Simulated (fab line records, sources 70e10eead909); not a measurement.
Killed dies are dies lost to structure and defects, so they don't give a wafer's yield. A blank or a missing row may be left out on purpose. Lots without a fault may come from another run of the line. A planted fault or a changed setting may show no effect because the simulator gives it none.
Chamber matching | flow nand_harc | NHARC_A_CHANNEL_HOLE_D1_ETCH_38 on rie_diel-09: 4 sister chambers
The step etches the open film in CF4, target depth 39 nm, time 65 s. 16 wafers are shown with their chamber, then 8 later ones without.

WAFERS WITH THEIR CHAMBER
wafer  | chamber | drypump_motor_current_A (A) | showerhead_plenum_p_Torr (Torr) | oes_product_au (a.u.)
L836.1 | 3       | 5.5                         | 1.86                            | 1.017
L836.3 | 2       | 6.2                         | 1.87                            | 0.999
L836.6 | 3       | 5.5                         | 1.86                            | 1.013
L837.3 | 3       | 5.5                         | 1.86                            | 1.008
L837.4 | 1       | 6.6                         | 1.83                            | 0.990
L837.5 | 1       | 6.6                         | 1.83                            | 0.987
L844.3 | 0       | 5.3                         | 1.84                            | 0.985
L844.5 | 1       | 6.5                         | 1.83                            | 0.973
L844.6 | 2       | 6.2                         | 1.86                            | 0.976
L847.3 | 0       | 5.3                         | 1.84                            | 0.987
L847.4 | 2       | 6.2                         | 1.86                            | 0.984
L847.6 | 3       | 5.5                         | 1.86                            | 0.989
L853.3 | 0       | 5.3                         | 1.84                            | 0.982
L853.4 | 2       | 6.2                         | 1.86                            | 0.979
L853.5 | 1       | 6.6                         | 1.83                            | 1.007
L855.4 | 0       | 5.3                         | 1.84                            | 0.990

SIGNATURES (means of the wafers above)
reading                  | chamber 0 | chamber 1 | chamber 2 | chamber 3 | scatter within a chamber
drypump_motor_current_A  | 5.300     | 6.575     | 6.200     | 5.500     | 0.025
showerhead_plenum_p_Torr | 1.8400    | 1.8300    | 1.8625    | 1.8600    | 0.0025
oes_product_au           | 0.98600   | 0.98925   | 0.98450   | 1.00675   | 0.0108
Rule: a wafer's distance from a chamber is the root of the sum, over the readings, of the square of ((its reading less the chamber's mean) divided by the reading's scatter). The wafer belongs to the nearest chamber; if the next one is less than 2 further off, it can't be placed. The scatter: the root of (the sum of the squares of (reading less its chamber's mean) over the shown wafers, divided by (wafers less chambers)).

WAFERS WITHOUT THEIR CHAMBER
wafer  | drypump_motor_current_A (A) | showerhead_plenum_p_Torr (Torr) | oes_product_au (a.u.)
L855.5 | 5.5                         | 1.86                            | 0.982
L855.6 | 6.2                         | 1.86                            | 0.971
L857.1 | 5.5                         | 1.86                            | 0.989
L857.2 | 5.3                         | 1.84                            | 0.988
L857.4 | 6.2                         | 1.86                            | 0.974
L859.1 | 5.5                         | 1.86                            | 0.981
L859.2 | 6.2                         | 1.86                            | 0.993
L859.6 | 6.2                         | 1.86                            | 0.989

WHICH CHAMBER EACH WENT THROUGH
wafer  | from the rows above | in truth
L855.5 | 3                   | 3
L855.6 | 2                   | 2
L857.1 | 3                   | 3
L857.2 | 0                   | 0
L857.4 | 2                   | 2
L859.1 | 3                   | 3
L859.2 | 2                   | 2
L859.6 | 2                   | 2
Placed correctly: 8 of 8. Can't be placed from these rows: 0. Placed wrongly: 0.
